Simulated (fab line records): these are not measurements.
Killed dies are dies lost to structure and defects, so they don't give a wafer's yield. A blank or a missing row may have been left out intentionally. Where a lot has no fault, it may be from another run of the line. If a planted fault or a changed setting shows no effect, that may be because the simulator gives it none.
The tool behind it: which one? -- flow nand-harc -- Sampling: 6 lots, 18 wafers, 5 of 1302 route steps

WHAT THE GAUGES READ, wafer by wafer
NHARC_END_SORT_01.
lot,measured,on,killed-at-array
L891,day 28 14:52,prober-02,670 666 674

EACH LOT AND THE TOOL THAT RAN IT (in order: tool; ch and the chambers of the sampled wafers; start)
lot,NHARC_P_BONDPAD_DESCUM_11,NHARC_P_BONDPAD_STRIP_15,NHARC_A_ZERO_WELL_ETCH_13,NHARC_A_ONON_D1_DEP_00
L883,"rie-diel-02 ch 0,1, day 7 09:30","rie-diel-02 ch 2,3, day 7 09:53","rie-si-05 ch 1,2,3, day 7 13:42","pecvd-onon-03 ch 0, day 8 11:16"
L887,"rie-diel-10 ch 1,2,3, day 9 09:10","rie-diel-02 ch 1,2, day 9 09:34","rie-si-02 ch 0,1,2, day 9 13:34","pecvd-onon-03 ch 0, day 10 10:08"
L891,"rie-diel-01 ch 2,3, day 10 19:17","rie-diel-02 ch 0,1,3, day 10 19:41","rie-si-03 ch 1,3, day 10 23:33","pecvd-onon-01, day 11 20:47"
L900,"rie-diel-10 ch 2,3, day 14 11:24","rie-diel-02 ch 1,3, day 14 11:50","rie-si-05 ch 2,3, day 14 15:40","pecvd-onon-03 ch 0, day 15 13:11"
L902,"rie-diel-10 ch 0,1,3, day 15 15:28","rie-diel-01 ch 1,3, day 15 15:51","rie-si-02 ch 0,1,3, day 15 19:43","pecvd-onon-03 ch 0, day 16 17:18"
L904,"rie-diel-02 ch 1,2,3, day 15 21:07","rie-diel-01 ch 1,2, day 15 21:31","rie-si-05 ch 0,1,3, day 16 01:23","pecvd-onon-03 ch 0, day 16 21:49"
- NHARC_P_BONDPAD_DESCUM_11: chemistry O2, time 3 s.
- NHARC_P_BONDPAD_STRIP_15: strips in O2.
- NHARC_A_ZERO_WELL_ETCH_13: etches the open film in HBr/Cl2, target depth 120 nm, time 40.1 s.
- NHARC_A_ONON_D1_DEP_00: target thk 1000 nm.

THE ANSWER, worked out from the rows above alone
Rule: the lots themselves supply what counts as usual. Put in order of their means at a reading, lots are off if they are a third of the lots or fewer, leave a main group of 4 or more, and stand apart from it by a gap of 3 or more times the standard deviation of the main group's means; of several such gaps the widest counts. A main group is skipped when, at the precision printed for the reading in the tables above, its means are all equal. Also off: a lot with no number at a reading for which 4 or more lots have one. The other lots that the step has rows for count as sound.
Across all readings shown, no lot is off: no conclusion can be drawn from this.

WHAT THE SIMULATOR HAD INSERTED
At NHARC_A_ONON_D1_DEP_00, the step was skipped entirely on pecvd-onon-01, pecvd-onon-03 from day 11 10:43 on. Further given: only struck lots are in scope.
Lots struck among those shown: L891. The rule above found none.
